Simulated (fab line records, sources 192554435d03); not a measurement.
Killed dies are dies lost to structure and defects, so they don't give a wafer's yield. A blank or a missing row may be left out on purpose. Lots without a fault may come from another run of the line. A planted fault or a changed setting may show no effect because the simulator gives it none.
A struck lot beside a sound one | flow n5_finfet | 16 steps out of a route of 1938
Sound: wafers L102.4, L102.5, L102.6. Struck: wafers L112.1, L112.4, L112.5. The cause comes at the end.
At each step with rows: each side's tool, then ch and its chambers, then its first start. Under that, the readings that differ: sound wafers | struck wafers | difference of the means | sigmas: that difference in standard deviations of wafers without a fault.
alike: readings whose means differ by less than 2 such deviations, and words and numbers that are the same on both sides. not compared: withheld readings, readings that some wafer has no value for, bounds like >300 that may hide the same value, and numbers for which the record gives no deviation and whose values overlap.
The two part at a step that has a row with sigmas, a row that says differs or no value, or rows on one side only. Numbers that don't overlap but have no deviation are shown without sigmas and don't part them. A reading that every wafer of one side lacks parts them only if that side has two wafers or more.

first, 8 steps without rows for these wafers: N5_HKMG_FIN_COAT_41 (time 60 s, resist thk 300 nm); N5_HKMG_FIN_COAT_42 (time 60 s, resist thk 35 nm); N5_HKMG_FIN_COAT_43 (resist thk 90 nm); N5_HKMG_FIN_EBR_45; N5_HKMG_FIN_SOFTBAKE_44 (time 60 s); N5_HKMG_FIN_EXPOSE_46 (exposes mask NDIPOLE); N5_HKMG_FIN_PEB_47 (peb time 60 s); N5_HKMG_FIN_DEVELOP_48 (develop time 30 s).
N5_HKMG_FIN_CD_MEAS_49: target cd 202 nm.
  sound on cd_sem-03 ch 0, day 6 14:46; struck on cd_sem-01 ch 0, day 9 05:58
  alike: cd_nm
N5_HKMG_FIN_OVL_MEAS_50:
  sound on overlay-02 ch 0, day 6 14:48; struck on overlay-01 ch 0, day 9 06:00
  alike: NDIPOLE_OVL
N5_HKMG_FIN_INSPECT_61: inspects for defects (macro).
  sound on defect_inspect-01, day 6 14:49; struck on defect_inspect-02, day 9 06:02
  alike: raw_defect_count
N5_HKMG_FIN_DESCUM_53: chemistry O2, time 7.9 s.
  sound on rie_diel-02 ch 2,3, day 6 14:52; struck on rie_diel-04 ch 0,1,3, day 9 06:04
  alike: drypump_motor_current_A, oes_product_au, rf_vpp_V, showerhead_plenum_p_Torr, throttle_valve_pct
  not compared: rf_hours_counter_h
N5_HKMG_FIN_ETCH_54: etches SiARC in CF4, target depth 45.5 nm, time 75.8 s.
  sound on rie_diel-02 ch 2,3, day 6 14:53; struck on rie_diel-04 ch 0,1,3, day 9 06:06
  no value came back on the struck wafers for any of 8 readings (bias_w (W), cf4_flow_sccm (sccm) and others); on the sound wafers bias_w (W) reads 36.00 36.00 36.10
  reading                                       | sound          | struck         | difference | sigmas
  model.CAR-ArF_of_HKMG_FIN_COAT_43.thk_nm (nm) | 50.6 50.8 50.8 | 83.6 83.6 83.6 | +32.9      |
  not compared: rf_hours_counter_h
N5_HKMG_FIN_ETCH_55: etches SOC in N2/H2, target depth 240 nm, time 300 s.
  sound on rie_diel-02 ch 2,3, day 6 14:57; struck on rie_diel-04 ch 0,1,3, day 9 06:09
  alike: bias_w, chamber_pressure_mTorr, drypump_motor_current_A, oes_product_au, rf_vpp_V, showerhead_plenum_p_Torr, throttle_valve_pct
  not compared: rf_hours_counter_h
N5_BEOL_M4_RC_MEAS_101:
  the record has rows for the sound wafers here (prober-01 ch 0, day 11 14:02) and none for the struck ones
-- the record jumps here: 9 days lie between the struck wafers' starts before and after (it left off in module BEOL_M4 and takes up again in module PASSIVATION, whose first step shown is number 1936 of the route) --
N5_PASSIVATION_PROBE_49:
  sound on prober-02, day 15 20:47; struck on prober-01, day 18 02:21
  reading                  | sound | struck         | difference | sigmas
  defect_limited_yield (%) | 91.0  | 0 0 0          | -91        | -65
  killed_at_M4_up          | 24    | 9 9 14         | -13        | -3
  killed_at_front_end      | 32    | 1117 1100 1117 | +1079      | +98
  killed_dies              | 106   | 1180 1180 1180 | +1074      | +67
  killed_on_rim            | 10    | 152 152 152    | +142       | +36
  sort_bin_5_function (%)  | 5.3   | 96.5 95.4 96.4 | +90.8      | +99 or more
  sort_n_pass              | 1074  | 0 0 0          | -1074      | -67
  sort_yield_pct (%)       | 91.0  | 0 0 0          | -91        | -65
  alike: killed_at_M0_to_M3, killed_at_contacts, killed_at_other, killed_open, killed_short, sort_bin_6_memory

WHERE THEY PART
First at N5_HKMG_FIN_ETCH_54; last, within this record, at N5_PASSIVATION_PROBE_49.

WHY: what the simulator had put in
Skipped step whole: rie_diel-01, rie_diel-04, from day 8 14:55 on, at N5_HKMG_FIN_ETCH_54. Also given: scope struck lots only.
